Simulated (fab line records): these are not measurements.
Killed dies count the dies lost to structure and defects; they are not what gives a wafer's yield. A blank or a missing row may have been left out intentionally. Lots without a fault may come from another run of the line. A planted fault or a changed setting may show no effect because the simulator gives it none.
Which tool was responsible? || flow nand_harc || 24 lots with 72 wafers sampled at 5 steps, on a route of 1302 steps

## WHAT THE GAUGES SHOWED, per wafer
NHARC_A_CONTACT_CD_MEAS_80. Usual: cd_nm 289.3 nm, standard deviation 0.87.
{"lot": "L074", "measured": "day 22 11:53", "on": "cd_sem-02", "cd_nm (nm)": "290.0 289.2 288.8", "flag": ""}
{"lot": "L075", "measured": "day 22 16:53", "on": "cd_sem-03", "cd_nm (nm)": "290.6 289.6 289.8", "flag": ""}
{"lot": "L078", "measured": "day 23 04:55", "on": "cd_sem-03", "cd_nm (nm)": "288.7 289.8 289.4", "flag": ""}
{"lot": "L076", "measured": "day 23 05:54", "on": "cd_sem-01", "cd_nm (nm)": "288.2 289.8 289.4", "flag": ""}
{"lot": "L077", "measured": "day 23 15:53", "on": "cd_sem-01", "cd_nm (nm)": "288.8 288.4 288.6", "flag": ""}
{"lot": "L079", "measured": "day 24 18:25", "on": "cd_sem-01", "cd_nm (nm)": "291.2 290.5 290.7", "flag": ""}
{"lot": "L080", "measured": "day 25 05:04", "on": "cd_sem-02", "cd_nm (nm)": "288.7 288.7 289.5", "flag": ""}
{"lot": "L081", "measured": "day 25 06:43", "on": "cd_sem-01", "cd_nm (nm)": "287.3 287.1 287.6", "flag": ""}
{"lot": "L082", "measured": "day 25 21:40", "on": "cd_sem-01", "cd_nm (nm)": "290.4 290.0 289.5", "flag": ""}
{"lot": "L083", "measured": "day 26 04:17", "on": "cd_sem-02", "cd_nm (nm)": "288.9 288.3 288.7", "flag": ""}
{"lot": "L084", "measured": "day 27 00:07", "on": "cd_sem-01", "cd_nm (nm)": "289.6 289.6 288.9", "flag": ""}
{"lot": "L087", "measured": "day 27 04:40", "on": "cd_sem-03", "cd_nm (nm)": "290.1 290.1 290.7", "flag": ""}
{"lot": "L085", "measured": "day 27 09:37", "on": "cd_sem-01", "cd_nm (nm)": "289.5 289.1 289.9", "flag": ""}
{"lot": "L086", "measured": "day 27 12:18", "on": "cd_sem-01", "cd_nm (nm)": "289.0 289.5 289.5", "flag": ""}
{"lot": "L088", "measured": "day 28 04:31", "on": "cd_sem-02", "cd_nm (nm)": "290.4 290.4 289.6", "flag": ""}
{"lot": "L089", "measured": "day 28 06:26", "on": "cd_sem-01", "cd_nm (nm)": "288.8 288.4 288.7", "flag": ""}
{"lot": "L090", "measured": "day 29 02:38", "on": "cd_sem-03", "cd_nm (nm)": "289.1 289.8 289.2", "flag": ""}
{"lot": "L092", "measured": "day 29 06:15", "on": "cd_sem-01", "cd_nm (nm)": "290.5 290.0 289.5", "flag": ""}
{"lot": "L091", "measured": "day 30 02:35", "on": "cd_sem-03", "cd_nm (nm)": "290.7 291.2 290.9", "flag": ""}
{"lot": "L093", "measured": "day 30 11:47", "on": "cd_sem-01", "cd_nm (nm)": "288.0 288.8 288.2", "flag": ""}
{"lot": "L095", "measured": "day 30 17:58", "on": "cd_sem-02", "cd_nm (nm)": "288.9 290.3 289.7", "flag": ""}
{"lot": "L094", "measured": "day 30 19:17", "on": "cd_sem-02", "cd_nm (nm)": "289.1 288.6 289.5", "flag": ""}
{"lot": "L096", "measured": "day 31 08:55", "on": "cd_sem-02", "cd_nm (nm)": "290.0 289.8 289.8", "flag": ""}
{"lot": "L097", "measured": "day 31 09:37", "on": "cd_sem-02", "cd_nm (nm)": "290.7 289.8 289.1", "flag": ""}

## EACH LOT AND THE TOOL THAT RAN IT (in order: tool; ch and the chambers of the sampled wafers; start)
{"lot": "L074", "NHARC_A_CONTACT_DESCUM_74": "rie_diel-11 ch 0,2, day 22 07:43", "NHARC_A_CONTACT_ETCH_75": "rie_diel-11 ch 1,2, day 22 07:49", "NHARC_A_CONTACT_ETCH_131": "har_cap_etch-03 ch 0,1, day 22 10:31", "NHARC_A_CONTACT_ETCH_133": "har_cap_etch-03 ch 0,1, day 22 10:53"}
{"lot": "L075", "NHARC_A_CONTACT_DESCUM_74": "rie_diel-11 ch 1,2, day 22 12:44", "NHARC_A_CONTACT_ETCH_75": "rie_diel-11 ch 0,2, day 22 12:50", "NHARC_A_CONTACT_ETCH_131": "har_cap_etch-01 ch 0,1, day 22 15:34", "NHARC_A_CONTACT_ETCH_133": "har_cap_etch-01 ch 0,1, day 22 15:58"}
{"lot": "L078", "NHARC_A_CONTACT_DESCUM_74": "rie_diel-03 ch 1,2, day 23 00:45", "NHARC_A_CONTACT_ETCH_75": "rie_diel-03 ch 0,1,3, day 23 00:51", "NHARC_A_CONTACT_ETCH_131": "har_cap_etch-03 ch 0,1, day 23 03:33", "NHARC_A_CONTACT_ETCH_133": "har_cap_etch-03 ch 0,1, day 23 03:54"}
{"lot": "L076", "NHARC_A_CONTACT_DESCUM_74": "rie_diel-11 ch 0,1,3, day 23 01:44", "NHARC_A_CONTACT_ETCH_75": "rie_diel-11 ch 0,1,3, day 23 01:49", "NHARC_A_CONTACT_ETCH_131": "har_cap_etch-02 ch 0,1, day 23 04:34", "NHARC_A_CONTACT_ETCH_133": "har_cap_etch-02 ch 0,1, day 23 04:58"}
{"lot": "L077", "NHARC_A_CONTACT_DESCUM_74": "rie_diel-11 ch 1,2,3, day 23 10:50", "NHARC_A_CONTACT_ETCH_75": "rie_diel-11 ch 0,2,3, day 23 11:41", "NHARC_A_CONTACT_ETCH_131": "har_cap_etch-02 ch 0,1, day 23 14:25", "NHARC_A_CONTACT_ETCH_133": "har_cap_etch-02 ch 0,1, day 23 14:46"}
{"lot": "L079", "NHARC_A_CONTACT_DESCUM_74": "rie_diel-11 ch 0,3, day 24 14:13", "NHARC_A_CONTACT_ETCH_75": "rie_diel-11 ch 0,2,3, day 24 14:19", "NHARC_A_CONTACT_ETCH_131": "har_cap_etch-01 ch 0,1, day 24 17:02", "NHARC_A_CONTACT_ETCH_133": "har_cap_etch-01 ch 0,1, day 24 17:23"}
{"lot": "L080", "NHARC_A_CONTACT_DESCUM_74": "rie_diel-11 ch 0,1,3, day 25 00:55", "NHARC_A_CONTACT_ETCH_75": "rie_diel-11 ch 0,1,2, day 25 01:00", "NHARC_A_CONTACT_ETCH_131": "har_cap_etch-02 ch 0,1, day 25 03:43", "NHARC_A_CONTACT_ETCH_133": "har_cap_etch-02 ch 0,1, day 25 04:04"}
{"lot": "L081", "NHARC_A_CONTACT_DESCUM_74": "rie_diel-03 ch 1,2, day 25 02:26", "NHARC_A_CONTACT_ETCH_75": "rie_diel-03 ch 0,3, day 25 02:31", "NHARC_A_CONTACT_ETCH_131": "har_cap_etch-03 ch 1, day 25 05:16", "NHARC_A_CONTACT_ETCH_133": "har_cap_etch-03 ch 1, day 25 05:39"}
{"lot": "L082", "NHARC_A_CONTACT_DESCUM_74": "rie_diel-10 ch 0,3, day 25 17:30", "NHARC_A_CONTACT_ETCH_75": "rie_diel-10 ch 1,2,3, day 25 17:35", "NHARC_A_CONTACT_ETCH_131": "har_cap_etch-02 ch 0,1, day 25 20:20", "NHARC_A_CONTACT_ETCH_133": "har_cap_etch-02 ch 0,1, day 25 20:44"}
{"lot": "L083", "NHARC_A_CONTACT_DESCUM_74": "rie_diel-11 ch 0,1,3, day 26 00:07", "NHARC_A_CONTACT_ETCH_75": "rie_diel-11 ch 0,1,3, day 26 00:13", "NHARC_A_CONTACT_ETCH_131": "har_cap_etch-03 ch 0,1, day 26 02:55", "NHARC_A_CONTACT_ETCH_133": "har_cap_etch-03 ch 0,1, day 26 03:16"}
{"lot": "L084", "NHARC_A_CONTACT_DESCUM_74": "rie_diel-11 ch 0,1, day 26 19:16", "NHARC_A_CONTACT_ETCH_75": "rie_diel-11 ch 0,1,3, day 26 19:22", "NHARC_A_CONTACT_ETCH_131": "har_cap_etch-03 ch 0,1, day 26 22:30", "NHARC_A_CONTACT_ETCH_133": "har_cap_etch-03 ch 0,1, day 26 22:58"}
{"lot": "L087", "NHARC_A_CONTACT_DESCUM_74": "rie_diel-11 ch 0,3, day 27 00:04", "NHARC_A_CONTACT_ETCH_75": "rie_diel-11 ch 0,3, day 27 00:10", "NHARC_A_CONTACT_ETCH_131": "har_cap_etch-02 ch 0,1, day 27 03:17", "NHARC_A_CONTACT_ETCH_133": "har_cap_etch-02 ch 0,1, day 27 03:38"}
{"lot": "L085", "NHARC_A_CONTACT_DESCUM_74": "rie_diel-11 ch 2,3, day 27 04:58", "NHARC_A_CONTACT_ETCH_75": "rie_diel-11 ch 0,3, day 27 05:04", "NHARC_A_CONTACT_ETCH_131": "har_cap_etch-01 ch 0,1, day 27 08:14", "NHARC_A_CONTACT_ETCH_133": "har_cap_etch-01 ch 0,1, day 27 08:35"}
{"lot": "L086", "NHARC_A_CONTACT_DESCUM_74": "rie_diel-10 ch 1,2, day 27 08:09", "NHARC_A_CONTACT_ETCH_75": "rie_diel-10 ch 1,2,3, day 27 08:14", "NHARC_A_CONTACT_ETCH_131": "har_cap_etch-02 ch 0,1, day 27 10:56", "NHARC_A_CONTACT_ETCH_133": "har_cap_etch-02 ch 0,1, day 27 11:18"}
{"lot": "L088", "NHARC_A_CONTACT_DESCUM_74": "rie_diel-11 ch 1,2, day 28 00:22", "NHARC_A_CONTACT_ETCH_75": "rie_diel-11 ch 1,2,3, day 28 00:27", "NHARC_A_CONTACT_ETCH_131": "har_cap_etch-03 ch 0,1, day 28 03:14", "NHARC_A_CONTACT_ETCH_133": "har_cap_etch-03 ch 0,1, day 28 03:43"}
{"lot": "L089", "NHARC_A_CONTACT_DESCUM_74": "rie_diel-03 ch 1,3, day 28 02:17", "NHARC_A_CONTACT_ETCH_75": "rie_diel-03 ch 0,1, day 28 02:22", "NHARC_A_CONTACT_ETCH_131": "har_cap_etch-02 ch 1, day 28 05:06", "NHARC_A_CONTACT_ETCH_133": "har_cap_etch-02 ch 1, day 28 05:30"}
{"lot": "L090", "NHARC_A_CONTACT_DESCUM_74": "rie_diel-11 ch 0,1,3, day 28 22:29", "NHARC_A_CONTACT_ETCH_75": "rie_diel-11 ch 0,1,3, day 28 22:34", "NHARC_A_CONTACT_ETCH_131": "har_cap_etch-02 ch 0,1, day 29 01:16", "NHARC_A_CONTACT_ETCH_133": "har_cap_etch-02 ch 0,1, day 29 01:38"}
{"lot": "L092", "NHARC_A_CONTACT_DESCUM_74": "rie_diel-11 ch 0,2, day 29 02:05", "NHARC_A_CONTACT_ETCH_75": "rie_diel-11 ch 0,1,2, day 29 02:10", "NHARC_A_CONTACT_ETCH_131": "har_cap_etch-03 ch 0,1, day 29 04:53", "NHARC_A_CONTACT_ETCH_133": "har_cap_etch-03 ch 0,1, day 29 05:15"}
{"lot": "L091", "NHARC_A_CONTACT_DESCUM_74": "rie_diel-11 ch 0,1,3, day 29 22:25", "NHARC_A_CONTACT_ETCH_75": "rie_diel-11 ch 0,1,2, day 29 22:30", "NHARC_A_CONTACT_ETCH_131": "har_cap_etch-03 ch 0,1, day 30 01:14", "NHARC_A_CONTACT_ETCH_133": "har_cap_etch-03 ch 0,1, day 30 01:35"}
{"lot": "L093", "NHARC_A_CONTACT_DESCUM_74": "rie_diel-10 ch 2,3, day 30 07:11", "NHARC_A_CONTACT_ETCH_75": "rie_diel-10 ch 1,2,3, day 30 07:17", "NHARC_A_CONTACT_ETCH_131": "har_cap_etch-03 ch 0,1, day 30 10:31", "NHARC_A_CONTACT_ETCH_133": "har_cap_etch-03 ch 0,1, day 30 10:59"}
{"lot": "L095", "NHARC_A_CONTACT_DESCUM_74": "rie_diel-11 ch 1,2, day 30 13:49", "NHARC_A_CONTACT_ETCH_75": "rie_diel-11 ch 1,3, day 30 13:55", "NHARC_A_CONTACT_ETCH_131": "har_cap_etch-01 ch 0,1, day 30 16:40", "NHARC_A_CONTACT_ETCH_133": "har_cap_etch-01 ch 0,1, day 30 17:06"}
{"lot": "L094", "NHARC_A_CONTACT_DESCUM_74": "rie_diel-11 ch 0,1,3, day 30 15:08", "NHARC_A_CONTACT_ETCH_75": "rie_diel-11 ch 2,3, day 30 15:13", "NHARC_A_CONTACT_ETCH_131": "har_cap_etch-03 ch 0,1, day 30 17:58", "NHARC_A_CONTACT_ETCH_133": "har_cap_etch-03 ch 0,1, day 30 18:22"}
{"lot": "L096", "NHARC_A_CONTACT_DESCUM_74": "rie_diel-10 ch 1,2,3, day 31 04:47", "NHARC_A_CONTACT_ETCH_75": "rie_diel-10 ch 2,3, day 31 04:52", "NHARC_A_CONTACT_ETCH_131": "har_cap_etch-03 ch 0,1, day 31 07:36", "NHARC_A_CONTACT_ETCH_133": "har_cap_etch-03 ch 0,1, day 31 07:59"}
{"lot": "L097", "NHARC_A_CONTACT_DESCUM_74": "rie_diel-11 ch 0,3, day 31 05:26", "NHARC_A_CONTACT_ETCH_75": "rie_diel-11 ch 0,1,3, day 31 05:32", "NHARC_A_CONTACT_ETCH_131": "har_cap_etch-02 ch 0,1, day 31 08:18", "NHARC_A_CONTACT_ETCH_133": "har_cap_etch-02 ch 0,1, day 31 08:44"}
- NHARC_A_CONTACT_DESCUM_74: chemistry O2, time 3 s.
- NHARC_A_CONTACT_ETCH_75: etches the open film in CF4, target depth 39 nm, time 65 s.
- NHARC_A_CONTACT_ETCH_131: etches the open film in C4F8/O2/Ar, time 197 s, target depth 1918 nm.
- NHARC_A_CONTACT_ETCH_133: etches the open film in C4F8/O2/Ar, time 374 s, target depth 1610 nm.

## AS READ BY THE TOOLS THEMSELVES (means over the sampled wafers that have a number; for cases with no such wafer, the mark the record gives instead)
NHARC_A_CONTACT_DESCUM_74. Usual: drypump_motor_current_A 5.8 A, standard deviation 0.57; oes_product_au 1.002 a.u., standard deviation 0.01; rf_vpp_V 57.6 V, standard deviation 0.89; showerhead_plenum_p_Torr 1.88 Torr, standard deviation 0.073; throttle_valve_pct 11.311 %, standard deviation 0.0096.
{"lot": "L074", "tool": "rie_diel-11", "drypump_motor_current_A (A)": 6.5, "oes_product_au (a.u.)": 1.003, "rf_vpp_V (V)": 57.0, "showerhead_plenum_p_Torr (Torr)": 1.81, "throttle_valve_pct (%)": 11.309, "flag": ""}
{"lot": "L075", "tool": "rie_diel-11", "drypump_motor_current_A (A)": 5.8, "oes_product_au (a.u.)": 0.995, "rf_vpp_V (V)": 57.5, "showerhead_plenum_p_Torr (Torr)": 1.85, "throttle_valve_pct (%)": 11.312, "flag": ""}
{"lot": "L078", "tool": "rie_diel-03", "drypump_motor_current_A (A)": 5.5, "oes_product_au (a.u.)": 0.998, "rf_vpp_V (V)": 57.7, "showerhead_plenum_p_Torr (Torr)": 1.93, "throttle_valve_pct (%)": 11.312, "flag": ""}
{"lot": "L076", "tool": "rie_diel-11", "drypump_motor_current_A (A)": 5.5, "oes_product_au (a.u.)": 0.998, "rf_vpp_V (V)": 57.5, "showerhead_plenum_p_Torr (Torr)": 1.92, "throttle_valve_pct (%)": 11.308, "flag": ""}
{"lot": "L077", "tool": "rie_diel-11", "drypump_motor_current_A (A)": 5.7, "oes_product_au (a.u.)": 0.992, "rf_vpp_V (V)": 58.1, "showerhead_plenum_p_Torr (Torr)": 1.89, "throttle_valve_pct (%)": 11.317, "flag": ""}
{"lot": "L079", "tool": "rie_diel-11", "drypump_motor_current_A (A)": 5.5, "oes_product_au (a.u.)": 1.013, "rf_vpp_V (V)": 58.1, "showerhead_plenum_p_Torr (Torr)": 1.95, "throttle_valve_pct (%)": 11.310, "flag": ""}
{"lot": "L080", "tool": "rie_diel-11", "drypump_motor_current_A (A)": 5.5, "oes_product_au (a.u.)": 1.000, "rf_vpp_V (V)": 57.3, "showerhead_plenum_p_Torr (Torr)": 1.92, "throttle_valve_pct (%)": 11.308, "flag": ""}
{"lot": "L081", "tool": "rie_diel-03", "drypump_motor_current_A (A)": 5.6, "oes_product_au (a.u.)": 0.999, "rf_vpp_V (V)": 58.2, "showerhead_plenum_p_Torr (Torr)": 1.87, "throttle_valve_pct (%)": 11.311, "flag": ""}
{"lot": "L082", "tool": "rie_diel-10", "drypump_motor_current_A (A)": 5.0, "oes_product_au (a.u.)": 0.984, "rf_vpp_V (V)": 58.6, "showerhead_plenum_p_Torr (Torr)": 1.89, "throttle_valve_pct (%)": 11.312, "flag": ""}
{"lot": "L083", "tool": "rie_diel-11", "drypump_motor_current_A (A)": 5.5, "oes_product_au (a.u.)": 1.004, "rf_vpp_V (V)": 58.2, "showerhead_plenum_p_Torr (Torr)": 1.92, "throttle_valve_pct (%)": 11.318, "flag": ""}
{"lot": "L084", "tool": "rie_diel-11", "drypump_motor_current_A (A)": 5.5, "oes_product_au (a.u.)": 0.993, "rf_vpp_V (V)": 57.5, "showerhead_plenum_p_Torr (Torr)": 1.89, "throttle_valve_pct (%)": 11.307, "flag": ""}
{"lot": "L087", "tool": "rie_diel-11", "drypump_motor_current_A (A)": 5.5, "oes_product_au (a.u.)": 1.007, "rf_vpp_V (V)": 58.1, "showerhead_plenum_p_Torr (Torr)": 1.94, "throttle_valve_pct (%)": 11.316, "flag": ""}
{"lot": "L085", "tool": "rie_diel-11", "drypump_motor_current_A (A)": 5.7, "oes_product_au (a.u.)": 1.011, "rf_vpp_V (V)": 57.7, "showerhead_plenum_p_Torr (Torr)": 1.91, "throttle_valve_pct (%)": 11.310, "flag": ""}
{"lot": "L086", "tool": "rie_diel-10", "drypump_motor_current_A (A)": 6.3, "oes_product_au (a.u.)": 0.998, "rf_vpp_V (V)": 57.6, "showerhead_plenum_p_Torr (Torr)": 1.93, "throttle_valve_pct (%)": 11.308, "flag": ""}
{"lot": "L088", "tool": "rie_diel-11", "drypump_motor_current_A (A)": 6.2, "oes_product_au (a.u.)": 1.008, "rf_vpp_V (V)": 57.9, "showerhead_plenum_p_Torr (Torr)": 1.81, "throttle_valve_pct (%)": 11.309, "flag": ""}
{"lot": "L089", "tool": "rie_diel-03", "drypump_motor_current_A (A)": 5.8, "oes_product_au (a.u.)": 0.994, "rf_vpp_V (V)": 58.2, "showerhead_plenum_p_Torr (Torr)": 1.86, "throttle_valve_pct (%)": 11.309, "flag": ""}
{"lot": "L090", "tool": "rie_diel-11", "drypump_motor_current_A (A)": 5.5, "oes_product_au (a.u.)": 1.004, "rf_vpp_V (V)": 57.8, "showerhead_plenum_p_Torr (Torr)": 1.91, "throttle_valve_pct (%)": 11.300, "flag": ""}
{"lot": "L092", "tool": "rie_diel-11", "drypump_motor_current_A (A)": 6.2, "oes_product_au (a.u.)": 1.013, "rf_vpp_V (V)": 57.5, "showerhead_plenum_p_Torr (Torr)": 1.84, "throttle_valve_pct (%)": 11.309, "flag": ""}
{"lot": "L091", "tool": "rie_diel-11", "drypump_motor_current_A (A)": 5.5, "oes_product_au (a.u.)": 1.004, "rf_vpp_V (V)": 57.9, "showerhead_plenum_p_Torr (Torr)": 1.91, "throttle_valve_pct (%)": 11.305, "flag": ""}
{"lot": "L093", "tool": "rie_diel-10", "drypump_motor_current_A (A)": 5.6, "oes_product_au (a.u.)": 0.999, "rf_vpp_V (V)": 58.2, "showerhead_plenum_p_Torr (Torr)": 1.96, "throttle_valve_pct (%)": 11.306, "flag": ""}
{"lot": "L095", "tool": "rie_diel-11", "drypump_motor_current_A (A)": 6.2, "oes_product_au (a.u.)": 1.018, "rf_vpp_V (V)": 57.4, "showerhead_plenum_p_Torr (Torr)": 1.81, "throttle_valve_pct (%)": 11.310, "flag": ""}
{"lot": "L094", "tool": "rie_diel-11", "drypump_motor_current_A (A)": 5.5, "oes_product_au (a.u.)": 1.000, "rf_vpp_V (V)": 58.0, "showerhead_plenum_p_Torr (Torr)": 1.91, "throttle_valve_pct (%)": 11.316, "flag": ""}
{"lot": "L096", "tool": "rie_diel-10", "drypump_motor_current_A (A)": 5.7, "oes_product_au (a.u.)": 0.993, "rf_vpp_V (V)": 57.8, "showerhead_plenum_p_Torr (Torr)": 1.92, "throttle_valve_pct (%)": 11.318, "flag": ""}
{"lot": "L097", "tool": "rie_diel-11", "drypump_motor_current_A (A)": 5.5, "oes_product_au (a.u.)": 1.007, "rf_vpp_V (V)": 58.5, "showerhead_plenum_p_Torr (Torr)": 1.94, "throttle_valve_pct (%)": 11.309, "flag": ""}

NHARC_A_CONTACT_ETCH_75. Usual: for bias_w, 100.0 W with a standard deviation of 0.32; for drypump_motor_current_A, 5.8 A with a standard deviation of 0.57; for oes_product_au, 1.004 a.u. with a standard deviation of 0.01; for rf_fwd_power_W, 297.3 W with a standard deviation of 1.3; for rf_vpp_V, 151.0 V with a standard deviation of 1; for showerhead_plenum_p_Torr, 1.75 Torr with a standard deviation of 0.066; for throttle_valve_pct, 13.284 % with a standard deviation of 0.01.
{"lot": "L074", "tool": "rie_diel-11", "bias_w (W)": 99.9, "drypump_motor_current_A (A)": 5.7, "oes_product_au (a.u.)": 0.999, "rf_fwd_power_W (W)": 298.6, "rf_vpp_V (V)": 149.9, "showerhead_plenum_p_Torr (Torr)": 1.72, "throttle_valve_pct (%)": 13.276, "flag": ""}
{"lot": "L075", "tool": "rie_diel-11", "bias_w (W)": 99.9, "drypump_motor_current_A (A)": 6.2, "oes_product_au (a.u.)": 0.998, "rf_fwd_power_W (W)": 296.7, "rf_vpp_V (V)": 150.9, "showerhead_plenum_p_Torr (Torr)": 1.71, "throttle_valve_pct (%)": 13.292, "flag": ""}
{"lot": "L078", "tool": "rie_diel-03", "bias_w (W)": 99.9, "drypump_motor_current_A (A)": 5.9, "oes_product_au (a.u.)": 1.008, "rf_fwd_power_W (W)": 297.1, "rf_vpp_V (V)": 150.4, "showerhead_plenum_p_Torr (Torr)": 1.72, "throttle_valve_pct (%)": 13.281, "flag": ""}
{"lot": "L076", "tool": "rie_diel-11", "bias_w (W)": 99.7, "drypump_motor_current_A (A)": 5.5, "oes_product_au (a.u.)": 1.002, "rf_fwd_power_W (W)": 297.2, "rf_vpp_V (V)": 152.0, "showerhead_plenum_p_Torr (Torr)": 1.77, "throttle_valve_pct (%)": 13.288, "flag": ""}
{"lot": "L077", "tool": "rie_diel-11", "bias_w (W)": 100.1, "drypump_motor_current_A (A)": 5.9, "oes_product_au (a.u.)": 1.004, "rf_fwd_power_W (W)": 295.8, "rf_vpp_V (V)": 151.2, "showerhead_plenum_p_Torr (Torr)": 1.74, "throttle_valve_pct (%)": 13.284, "flag": ""}
{"lot": "L079", "tool": "rie_diel-11", "bias_w (W)": 100.2, "drypump_motor_current_A (A)": 5.9, "oes_product_au (a.u.)": 1.008, "rf_fwd_power_W (W)": 296.1, "rf_vpp_V (V)": 150.9, "showerhead_plenum_p_Torr (Torr)": 1.74, "throttle_valve_pct (%)": 13.283, "flag": ""}
{"lot": "L080", "tool": "rie_diel-11", "bias_w (W)": 100.2, "drypump_motor_current_A (A)": 6.0, "oes_product_au (a.u.)": 1.015, "rf_fwd_power_W (W)": 297.4, "rf_vpp_V (V)": 152.2, "showerhead_plenum_p_Torr (Torr)": 1.71, "throttle_valve_pct (%)": 13.293, "flag": ""}
{"lot": "L081", "tool": "rie_diel-03", "bias_w (W)": 100.1, "drypump_motor_current_A (A)": 5.9, "oes_product_au (a.u.)": 1.003, "rf_fwd_power_W (W)": 298.3, "rf_vpp_V (V)": 150.7, "showerhead_plenum_p_Torr (Torr)": 1.71, "throttle_valve_pct (%)": 13.270, "flag": ""}
{"lot": "L082", "tool": "rie_diel-10", "bias_w (W)": 100.0, "drypump_motor_current_A (A)": 5.7, "oes_product_au (a.u.)": 0.989, "rf_fwd_power_W (W)": 296.8, "rf_vpp_V (V)": 151.6, "showerhead_plenum_p_Torr (Torr)": 1.78, "throttle_valve_pct (%)": 13.281, "flag": ""}
{"lot": "L083", "tool": "rie_diel-11", "bias_w (W)": 99.7, "drypump_motor_current_A (A)": 5.5, "oes_product_au (a.u.)": 0.998, "rf_fwd_power_W (W)": 297.1, "rf_vpp_V (V)": 151.3, "showerhead_plenum_p_Torr (Torr)": 1.77, "throttle_valve_pct (%)": 13.276, "flag": ""}
{"lot": "L084", "tool": "rie_diel-11", "bias_w (W)": 100.0, "drypump_motor_current_A (A)": 5.5, "oes_product_au (a.u.)": 1.003, "rf_fwd_power_W (W)": 297.2, "rf_vpp_V (V)": 151.8, "showerhead_plenum_p_Torr (Torr)": 1.77, "throttle_valve_pct (%)": 13.288, "flag": ""}
{"lot": "L087", "tool": "rie_diel-11", "bias_w (W)": 100.1, "drypump_motor_current_A (A)": 5.7, "oes_product_au (a.u.)": 1.005, "rf_fwd_power_W (W)": 296.2, "rf_vpp_V (V)": 151.0, "showerhead_plenum_p_Torr (Torr)": 1.77, "throttle_valve_pct (%)": 13.285, "flag": ""}
{"lot": "L085", "tool": "rie_diel-11", "bias_w (W)": 100.0, "drypump_motor_current_A (A)": 5.7, "oes_product_au (a.u.)": 1.007, "rf_fwd_power_W (W)": 296.6, "rf_vpp_V (V)": 151.0, "showerhead_plenum_p_Torr (Torr)": 1.77, "throttle_valve_pct (%)": 13.291, "flag": ""}
{"lot": "L086", "tool": "rie_diel-10", "bias_w (W)": 99.9, "drypump_motor_current_A (A)": 5.7, "oes_product_au (a.u.)": 0.995, "rf_fwd_power_W (W)": 297.8, "rf_vpp_V (V)": 151.2, "showerhead_plenum_p_Torr (Torr)": 1.78, "throttle_valve_pct (%)": 13.293, "flag": ""}
{"lot": "L088", "tool": "rie_diel-11", "bias_w (W)": 99.9, "drypump_motor_current_A (A)": 5.7, "oes_product_au (a.u.)": 1.007, "rf_fwd_power_W (W)": 297.9, "rf_vpp_V (V)": 150.8, "showerhead_plenum_p_Torr (Torr)": 1.74, "throttle_valve_pct (%)": 13.276, "flag": ""}
{"lot": "L089", "tool": "rie_diel-03", "bias_w (W)": 100.2, "drypump_motor_current_A (A)": 5.8, "oes_product_au (a.u.)": 0.999, "rf_fwd_power_W (W)": 296.9, "rf_vpp_V (V)": 149.9, "showerhead_plenum_p_Torr (Torr)": 1.67, "throttle_valve_pct (%)": 13.279, "flag": ""}
{"lot": "L090", "tool": "rie_diel-11", "bias_w (W)": 99.8, "drypump_motor_current_A (A)": 5.5, "oes_product_au (a.u.)": 1.007, "rf_fwd_power_W (W)": 296.7, "rf_vpp_V (V)": 151.2, "showerhead_plenum_p_Torr (Torr)": 1.77, "throttle_valve_pct (%)": 13.290, "flag": ""}
{"lot": "L092", "tool": "rie_diel-11", "bias_w (W)": 99.9, "drypump_motor_current_A (A)": 6.0, "oes_product_au (a.u.)": 1.005, "rf_fwd_power_W (W)": 296.6, "rf_vpp_V (V)": 150.6, "showerhead_plenum_p_Torr (Torr)": 1.71, "throttle_valve_pct (%)": 13.290, "flag": ""}
{"lot": "L091", "tool": "rie_diel-11", "bias_w (W)": 99.9, "drypump_motor_current_A (A)": 6.0, "oes_product_au (a.u.)": 1.004, "rf_fwd_power_W (W)": 298.3, "rf_vpp_V (V)": 150.4, "showerhead_plenum_p_Torr (Torr)": 1.71, "throttle_valve_pct (%)": 13.288, "flag": ""}
{"lot": "L093", "tool": "rie_diel-10", "bias_w (W)": 99.9, "drypump_motor_current_A (A)": 5.7, "oes_product_au (a.u.)": 1.004, "rf_fwd_power_W (W)": 298.4, "rf_vpp_V (V)": 151.2, "showerhead_plenum_p_Torr (Torr)": 1.77, "throttle_valve_pct (%)": 13.290, "flag": ""}
{"lot": "L095", "tool": "rie_diel-11", "bias_w (W)": 99.8, "drypump_motor_current_A (A)": 5.3, "oes_product_au (a.u.)": 0.999, "rf_fwd_power_W (W)": 298.4, "rf_vpp_V (V)": 151.5, "showerhead_plenum_p_Torr (Torr)": 1.77, "throttle_valve_pct (%)": 13.284, "flag": ""}
{"lot": "L094", "tool": "rie_diel-11", "bias_w (W)": 100.0, "drypump_motor_current_A (A)": 5.7, "oes_product_au (a.u.)": 1.009, "rf_fwd_power_W (W)": 298.3, "rf_vpp_V (V)": 150.9, "showerhead_plenum_p_Torr (Torr)": 1.76, "throttle_valve_pct (%)": 13.279, "flag": ""}
{"lot": "L096", "tool": "rie_diel-10", "bias_w (W)": 99.5, "drypump_motor_current_A (A)": 5.6, "oes_product_au (a.u.)": 0.995, "rf_fwd_power_W (W)": 298.0, "rf_vpp_V (V)": 151.7, "showerhead_plenum_p_Torr (Torr)": 1.80, "throttle_valve_pct (%)": 13.286, "flag": ""}
{"lot": "L097", "tool": "rie_diel-11", "bias_w (W)": 99.9, "drypump_motor_current_A (A)": 5.5, "oes_product_au (a.u.)": 1.004, "rf_fwd_power_W (W)": 297.5, "rf_vpp_V (V)": 151.3, "showerhead_plenum_p_Torr (Torr)": 1.76, "throttle_valve_pct (%)": 13.280, "flag": ""}

## THE ANSWER, worked out from the rows above alone
Rule: a lot is off if the mean of its wafers that have a number lies more than 3 standard deviations from the usual mean. A lot without any number at a reading at which 4 lots or more have one is off too. Any other lot the step has rows for is counted as sound. The gauges are gone through in route order, then the tools' own readings, and for those a lot's mean is taken as printed above. The first step at which some lot is off is used, and at that step the reading that is off furthest; a lot without a number counts as furthest.
Nothing can be told from this: no lot is off at any reading shown.

## WHAT THE SIMULATOR PUT IN
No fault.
